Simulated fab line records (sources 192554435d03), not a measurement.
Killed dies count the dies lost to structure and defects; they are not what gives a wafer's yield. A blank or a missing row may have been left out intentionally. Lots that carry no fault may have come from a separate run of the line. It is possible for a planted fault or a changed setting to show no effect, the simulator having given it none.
fab line records ; flow n5Finfet
[record] lots = 7; wafers = 39
route steps=1938 shown BEOL_M9@1419
startH: hours from the record's first day to the start of the lot's first wafer shown ; waitH: hours elapsed since this lot's preceding step ; " same as the row above ; L1.1+2: a row that stands for several wafers ; - value missing, or start not given ; * or withheld: withheld ; < > ~ a bound
route shown NAME@n: names a module that has steps shown in the file, with the first one's number in the route ; usual: average and standard deviation across the fault-free wafers ; same: alike in all rows ; chamber/n: place in a boat ; sites: each site's reading ; _std_site: standard deviation of those values ; _edge_site: mean of outer sites minus mean of inner sites ; radiusMm: how far each site lies from the wafer's centre ; mask NAME#n: copy n ; behind: the last tool/chamber to shape the wafer ; hold: what put the lot on hold/how long, in hours/how the hold closed ; device: whichever transistor did not switch (one of n, p or np) ; end of line: the tests these same wafers got at the end of their route ; a step without rows: its recipe alone ; killed: count of dies lost to structure and defects at first sort (not the wafer's yield) ; map: a wafer's dies, x killed, . not, _ none there
set.NAME: the setting the step ran with; set.NAME@STEP: the setting that earlier step ran with ; model.NAME: the simulator's own value behind a step, which no gauge read
lots whose settings were changed on purpose; a table a step, a row a wafer
[[steps]]
[step N5_BEOL_M9_ETCH_62]
[recipe] chemistry = N2/H2; target = SOC; targetDepthA = 1100; overetchA = 220; maskMaterial = SiARC; tempC = 40; timeS = 165; ionEnergyEv = 200; pressureMtorr = 30; sourceW = 840; biasW = 150; n2FlowSccm = 200; h2FlowSccm = 200
lot.wafer;tool;chamber;startH;waitH;set.timeS;model.SiARC_of_BEOL_M9_COAT_60.thkNm
L078.2;rieDiel-04;0;243.38;0.0;165;23.8
L078.3;rieDiel-04;1;243.38;0.0;165;22.8
L078.4;rieDiel-04;2;243.38;0.0;165;23.6
L076.1+2+5;rieDiel-01;2,1,2;249.84;0.0;165;23.2
L076.3;rieDiel-01;3;249.84;0.0;250.6;20.8
L076.4;rieDiel-01;0;249.84;0.0;250.6;20.4
L076.6;rieDiel-01;1;249.84;0.0;250.6;19.8
L080.1+5;rieDiel-04;1;256.68;0.0;165;23
L080.2;rieDiel-04;2;256.68;0.0;125.9;25.2
L080.3;rieDiel-04;0;256.68;0.0;125.9;25.4
L080.4;rieDiel-04;3;256.68;0.0;125.9;25
L080.6;rieDiel-04;2;256.68;0.0;165;23.6
L082.1+3+5+6;rieDiel-03;0,2,0,2;273.25;0.0;165;23.2
L082.2;rieDiel-03;1;273.25;0.0;165;23.4
L082.4;rieDiel-03;3;273.25;0.0;165;23.6
L084.1;rieDiel-01;0;280.45;0.0;259.5;20
L084.2;rieDiel-01;1;280.45;0.0;259.5;19.4
L084.3;rieDiel-01;3;280.45;0.0;165;23.8
L084.4;rieDiel-01;2;280.45;0.0;165;23.2
L084.5;rieDiel-01;0;280.45;0.0;165;23.6
L084.6;rieDiel-01;3;280.45;0.0;259.5;20.4
L092.1+6;rieDiel-01;1;327.00;0.0;165;23.4
L092.2;rieDiel-01;2;327.00;0.0;165;23.2
L092.3+5;rieDiel-01;0;327.00;0.0;165;23.6
L092.4;rieDiel-01;3;327.00;0.0;165;24
L094.1;rieDiel-04;2;327.36;0.0;165;23.6
L094.2;rieDiel-04;1;327.36;0.0;116.4;25.2
L094.3;rieDiel-04;0;327.36;0.0;116.4;25.8
L094.4;rieDiel-04;3;327.36;0.0;116.4;25.4
L094.5;rieDiel-04;3;327.36;0.0;165;23.4
L094.6;rieDiel-04;0;327.36;0.0;165;24
[step N5_BEOL_M9_STRIP_68]
[recipe] chemistry = N2/H2; tempC = 40; n2FlowSccm = 200; h2FlowSccm = 200; rfFrequencyHz = 6e+07
[step N5_BEOL_M9_STRIP_67]
[recipe] chemistry = CF4; resist = SiARC; powerW = 300; biasPowerW = 75; pressureMtorr = 50; cf4FlowSccm = 150; rfFrequencyHz = 6e+07
[step N5_BEOL_M9_HM_OPEN_17]
[recipe] chemistry = Cl2/BCl3; targetDepthA = 200; overetchA = 60; target = TiN; maskMaterial = SOC; ionEnergyEv = 150; pressureMtorr = 10; icpW = 1000; biasW = 126; Cl2_flow_sccm = 53.25; bcl3FlowSccm = 21.75; Ar_flow_sccm = 25
lot.wafer;tool;chamber;startH;waitH;set.timeS@BEOL_M9_ETCH_62;model.etch.depthNm
L078.2;rieMetal-02;1;243.57;0.0;165;19.53
L078.3;rieMetal-02;0;243.57;0.0;165;19.66
L078.4;rieMetal-02;1;243.57;0.0;165;20.2
L076.1;rieMetal-02;0;250.03;0.0;165;20.2
L076.2;rieMetal-02;1;250.03;0.0;165;20.55
L076.3;rieMetal-02;1;250.03;0.0;250.6;12.07
L076.4;rieMetal-02;0;250.03;0.0;250.6;12.33
L076.5;rieMetal-02;0;250.03;0.0;165;20.3
L076.6;rieMetal-02;1;250.03;0.0;250.6;11.58
L080.1;rieMetal-02;1;256.86;0.0;165;20.54
L080.2+4;rieMetal-02;0,1;256.86;0.0;125.9;20.12
L080.3;rieMetal-02;0;256.86;0.0;125.9;19.97
L080.5;rieMetal-02;1;256.86;0.0;165;20.17
L080.6;rieMetal-02;0;256.86;0.0;165;20.1
L082.1;rieMetal-02;0;273.43;0.0;165;20.21
L082.2;rieMetal-02;1;273.43;0.0;165;20.04
L082.3;rieMetal-02;0;273.43;0.0;165;20.32
L082.4;rieMetal-02;1;273.43;0.0;165;20.45
L082.5;rieMetal-02;1;273.43;0.0;165;20.42
L082.6;rieMetal-02;0;273.43;0.0;165;20.07
L084.1;rieMetal-02;0;280.63;0.0;259.5;11.34
L084.2;rieMetal-02;1;280.63;0.0;259.5;11.17
L084.3;rieMetal-02;0;280.63;0.0;165;20.01
L084.4;rieMetal-02;1;280.63;0.0;165;20.15
L084.5;rieMetal-02;1;280.63;0.0;165;20.03
L084.6;rieMetal-02;0;280.63;0.0;259.5;11.31
L092.1;rieMetal-01;0;327.19;0.0;165;20.34
L092.2;rieMetal-01;1;327.19;0.0;165;19.56
L092.3;rieMetal-01;1;327.19;0.0;165;20.03
L092.4;rieMetal-01;0;327.19;0.0;165;20.17
L092.5;rieMetal-01;1;327.19;0.0;165;19.72
L092.6;rieMetal-01;0;327.19;0.0;165;19.91
L094.1;rieMetal-03;0;327.55;0.0;165;20.09
L094.2;rieMetal-03;1;327.55;0.0;116.4;20.42
L094.3;rieMetal-03;1;327.55;0.0;116.4;19.94
L094.4;rieMetal-03;0;327.55;0.0;116.4;20.06
L094.5;rieMetal-03;1;327.55;0.0;165;19.87
L094.6;rieMetal-03;0;327.55;0.0;165;20.53
[[key]]
[split] step = N5_BEOL_M9_ETCH_62; setting = timeS; stated = 165; by = wafer
[response] step = N5_BEOL_M9_ETCH_62; reading = model.SiARC_of_BEOL_M9_COAT_60.thkNm; change = -0.0615; per = 1%; r = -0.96
[response] step = N5_BEOL_M9_HM_OPEN_17; reading = model.etch.depthNm; shape = bent; atLowest = 20.14; atStated = 20.12; atHighest = 11.27
